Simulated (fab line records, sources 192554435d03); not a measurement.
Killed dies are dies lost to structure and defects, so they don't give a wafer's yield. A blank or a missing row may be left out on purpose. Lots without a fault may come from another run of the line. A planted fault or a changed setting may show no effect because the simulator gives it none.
Split-lot experiment | flow n5_finfet | 7 lots, 21 wafers read, on a route of 1938 steps

THE SPLIT
At N5_BEOL_M0_ETCH_109 (etches SiCN in CH3F/O2, target depth 8 nm, overetch 2.4 nm, time 27.4 s), the setting bias_w was moved away from the recipe's 75 W on 10 of the 21 wafers read, by -14.0% to +9.3%. The other wafers ran this setting at the recipe's value.

The reading is taken at the split's own step.

THE READING
rf_vpp_V, in V, at N5_BEOL_M0_ETCH_109 (etches SiCN in CH3F/O2, target depth 8 nm, overetch 2.4 nm, time 27.4 s). Fault-free wafers of this fab line usually give 297.3 V, standard deviation 1.5 V.

wafer  | tool, chamber at the split | bias_w as run, W | against the recipe | rf_vpp_V, V | against lot-mates on the recipe
L074.1 | rie_diel-04, 2             | 64.91            | -13.5%             | 271.2       | -28.1
L074.2 | rie_diel-04, 3             | 75               | recipe             | 299.3       | -
L074.5 | rie_diel-04, 2             | 64.91            | -13.5%             | 275.0       | -24.3
L075.1 | rie_diel-05, 0             | 82.01            | +9.3%              | 315.2       | +15.8
L075.2 | rie_diel-05, 2             | 75               | recipe             | 299.4       | -
L075.3 | rie_diel-05, 3             | 82.01            | +9.3%              | 313.0       | +13.6
L078.1 | rie_diel-01, 0             | 65.42            | -12.8%             | 270.8       | -26.3
L078.4 | rie_diel-01, 2             | 75               | recipe             | 297.1       | -
L078.5 | rie_diel-01, 2             | 65.42            | -12.8%             | 271.4       | -25.7
L083.3 | rie_diel-04, 0             | 66.3             | -11.6%             | 274.7       | -25.3
L083.5 | rie_diel-04, 3             | 75               | recipe             | 300.0       | -
L083.6 | rie_diel-04, 2             | 66.3             | -11.6%             | 275.1       | -24.9
L094.1 | rie_diel-05, 0             | 75               | recipe             | 298.3       | -
L094.2 | rie_diel-05, 2             | 75               | recipe             | 298.2       | -
L094.3 | rie_diel-05, 3             | 75               | recipe             | 294.3       | -
L096.2 | rie_diel-01, 1             | 69.1             | -7.9%              | 280.9       | -14.2
L096.3 | rie_diel-01, 0             | 75               | recipe             | 294.7       | -
L096.4 | rie_diel-01, 0             | 75               | recipe             | 295.5       | -
L097.3 | rie_diel-04, 3             | 75               | recipe             | 298.8       | -
L097.4 | rie_diel-04, 1             | 64.48            | -14.0%             | 268.6       | -29.9
L097.5 | rie_diel-04, 2             | 75               | recipe             | 298.3       | -

THE FIT
A straight line over all 21 wafers: rf_vpp_V changes by +1.93 V for each +1% of bias_w; r = +0.99; the points scatter about the line by 1.9 V.
The same after taking each lot's own level away (the mean of its wafers on the recipe; 21 wafers): +1.94 V for each +1%; r = +0.99; scatter 1.7 V.
On that fit, the largest move of bias_w shifts the reading by 27 V.
The lots' own levels span 295.10 to 300.00 V, that is 3.3 times the standard deviation above.
So the lot-to-lot level changes the slope little: the two slopes agree.
Check: with one of the wafers moved furthest among these (-14.0%) left out of the fit, the line predicts -27.6 V for it against its lot-mates. It came out at -29.9 V against them.
Tool readings at the split's step, against how far the setting was moved: rf_vpp_V r = +0.99.

OTHER SPLITS ON THESE WAFERS
These wafers also went through other splits before the reading. Each is held against what the fit with the lots' levels taken away leaves over:
other split on the same wafers       | wafers away from the commonest value | r with rf_vpp_V (lot level and that fit taken away)
N5_MOL_CONTACT_COAG_ETCH_47 source_w | 8                                    | +0.08
N5_BEOL_M0_SAQP_ILD_DEP_01 time_s    | 8                                    | +0.22
N5_BEOL_M0_SAQP_COAT_08 spin_rpm     | 4                                    | -0.12

THE FILE'S OWN FIT
rf_vpp_V changes by +1.99 V for each +1% of bias_w, r = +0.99.
